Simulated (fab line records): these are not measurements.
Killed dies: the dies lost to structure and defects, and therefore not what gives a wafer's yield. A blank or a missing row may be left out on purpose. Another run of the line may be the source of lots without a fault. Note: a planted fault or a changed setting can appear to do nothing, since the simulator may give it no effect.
Problem report in the 8D (eight disciplines) form, filled by code :: flow n5-finfet :: the parts of the form that need people (team, actions taken, sign-off) are left out

== 1. THE PROBLEM ==
Mean M2_ILD_THK at N5_BEOL_M2_THK_MEAS_01: 132.0 nm over 5 wafers in 3 lots; fault-free wafers: 78.9 nm, standard deviation 0.91. Measured from the usual mean, that is +58 standard deviations.
First seen on wafer L518.4, day 10 15:08, on film-metro-01. Wafers with a number at this step in the record: 29, from 10 lots. Rule for "out" (also "out of limits"): further than 4 standard deviations from the usual mean. The rest of the wafers with a number are treated as sound.

== 2. WHAT IT IS, AND WHAT IT ISN'T ==
question: which readings at this step
is: M2_ILD_THK
is not: -

question: which lots
is: L518, L519, L520
is not: L504, L505, L511, L514, L523, L524, L525

question: which wafers of those lots
is: L518.4, L518.6, L519.4, L519.6, L520.4
is not: L519.1, L520.2, L520.3

question: read on which gauges
is: film-metro-01, film-metro-02
is not: -

question: when
is: from day 10 15:08
is not: up to then (12 sound wafers); but 12 sound wafers of L519, L520, L523, L524, L525 came after

== 3. THE SUSPECTS, EACH WITH WHAT RULES IT OUT ==
Counting: if a tool at a process step up to the reading ran every lot that is out, it stays a suspect. Sound lots after the first of them don't rule it out here, since some wafers of a struck lot are sound.
- ruled out: the gauge at N5_BEOL_M2_THK_MEAS_01. Those wafers that are out were read across 2 gauges (film-metro-01, film-metro-02).
- pecvd-03 at N5_BEOL_M2_ILD_DEP_00 (deposits SiOC from DEMS/O2, target thk 79 nm, time 15.3 s): kept. It ran every lot that is out, first L518 (day 10 15:04); its last sound lot up to then is L514 (day 9 13:16).
Left after counting: pecvd-03 at N5_BEOL_M2_ILD_DEP_00.

== 4. THE CAUSE (what the simulator had put in) ==
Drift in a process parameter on pecvd-03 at N5_BEOL_M2_ILD_DEP_00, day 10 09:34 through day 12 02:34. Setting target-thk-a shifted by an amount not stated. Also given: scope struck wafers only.
After counting, this tool was the only one left.

== 5. SEQUENCE OF EFFECTS, ordered by route ==
Each row: a reading whose mean over the struck wafers that have a number lies more than 3 standard deviations from the usual. Only readings for which the record gives a usual standard deviation are gone through. hours: the time from each lot's start at the first step in this table that gives one to its start at this step, as a median over the lots. sigmas: the change in usual standard deviations.
hours: 0
step: N5_BEOL_M2_THK_MEAS_01
reading: M2_ILD_THK
usual: 78.9 nm
on struck wafers: 132.0
change: +53.1
sigmas: +58

hours: 152
step: N5_PASSIVATION_PROBE_49
reading: defect-limited-yield
usual: 91.0 %
on struck wafers: 0.0
change: -91.0
sigmas: -57

hours: 152
step: N5_PASSIVATION_PROBE_49
reading: killed_at_M0_to_M3
usual: 35
on struck wafers: 1115
change: +1080
sigmas: +98

hours: 152
step: N5_PASSIVATION_PROBE_49
reading: killed-dies
usual: 107
on struck wafers: 1180
change: +1073
sigmas: +56

hours: 152
step: N5_PASSIVATION_PROBE_49
reading: killed-on-rim
usual: 14
on struck wafers: 152
change: +138
sigmas: +30

hours: 152
step: N5_PASSIVATION_PROBE_49
reading: sort_bin_5_function
usual: 5.3 %
on struck wafers: 96.9
change: +91.6
sigmas: +92

hours: 152
step: N5_PASSIVATION_PROBE_49
reading: sort-n-pass
usual: 1073
on struck wafers: 0
change: -1073
sigmas: -56

hours: 152
step: N5_PASSIVATION_PROBE_49
reading: sort-yield-pct
usual: 91.0 %
on struck wafers: 0.0
change: -91.0
sigmas: -57
Process steps it contains:
- N5_PASSIVATION_PROBE_49

== 6. HOW IT WOULD HAVE BEEN CAUGHT EARLIER ==
In this record the first reading out of limits at a measuring or inspecting step was taken at day 10 15:08, 6 hours after the fault began at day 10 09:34.
Tool readings at N5_BEOL_M2_ILD_DEP_00 with a usual standard deviation given in the record: none out on any struck wafer, hence no alarm at a limit of 4 standard deviations on them.
L519, L520, from the lots that are out (3), started N5_BEOL_M2_ILD_DEP_00 on pecvd-03 later than day 10 15:08. A hold on the tool at that time would have spared those 2.
